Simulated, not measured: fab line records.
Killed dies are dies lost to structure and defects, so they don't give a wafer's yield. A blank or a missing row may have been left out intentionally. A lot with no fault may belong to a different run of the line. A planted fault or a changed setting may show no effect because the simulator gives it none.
Chamber matching ; flow n5_finfet ; rie_diel-05 running N5_BEOL_M5_ETCH_67: 4 sister chambers
The step etches SiARC in CF4, target depth 15.6 nm, time 26 s. 14 wafers are shown with their chamber, then 7 later ones without.

## WAFERS, EACH WITH ITS CHAMBER
wafer;chamber;throttle_valve_pct (%);showerhead_plenum_p_Torr (Torr);drypump_motor_current_A (A)
L078.1;3;15.91;2.14;6.3
L078.3;1;15.29;2.17;5.4
L078.5;1;15.29;2.17;5.4
L080.3;0;15.52;2.12;5.8
L080.5;0;15.53;2.12;5.8
L080.6;1;15.29;2.17;5.3
L083.1;1;15.30;2.17;5.4
L083.4;0;15.54;2.12;5.8
L083.6;2;15.54;2.10;6.2
L084.1;1;15.29;2.17;5.4
L084.2;2;15.58;2.10;6.2
L084.4;3;15.93;2.13;6.4
L087.2;3;15.93;2.13;6.4
L087.3;2;15.57;2.10;6.2

SIGNATURES, as means of the wafers listed above
reading;chamber 0;chamber 1;chamber 2;chamber 3;scatter within a chamber
throttle_valve_pct;15.5300;15.2920;15.5633;15.9233;0.0119
showerhead_plenum_p_Torr;2.1200;2.1700;2.1000;2.1333;0.00258
drypump_motor_current_A;5.800;5.380;6.200;6.367;0.0383
Rule: for each reading, subtract the chamber's mean from the wafer's reading, divide by that reading's scatter and square the result; add these up over the readings and take the root, which gives the wafer's distance from the chamber. If the next closest chamber is less than 2 further off than the closest, the wafer can't be placed; otherwise it belongs to the closest. The scatter is the square root of a quotient: the sum, over the shown wafers, of each reading's squared deviation from its chamber's mean, divided by wafers minus chambers.

## WAFERS WHOSE CHAMBER IS MISSING
wafer;throttle_valve_pct (%);showerhead_plenum_p_Torr (Torr);drypump_motor_current_A (A)
L087.5;15.59;2.10;6.2
L092.1;15.96;2.12;6.4
L092.2;15.61;2.10;6.2
L092.5;15.61;2.10;6.2
L091.1;15.62;2.09;6.2
L091.4;15.36;2.16;5.3
L091.6;15.61;2.09;6.2

## THE CHAMBER EACH PASSED THROUGH
wafer;from the rows above;in truth
L087.5;2;2
L092.1;3;3
L092.2;2;2
L092.5;2;2
L091.1;2;2
L091.4;1;1
L091.6;2;2
Correct placement for 7 of the 7. Can't be placed from these rows: 0. Number placed wrongly: 0.
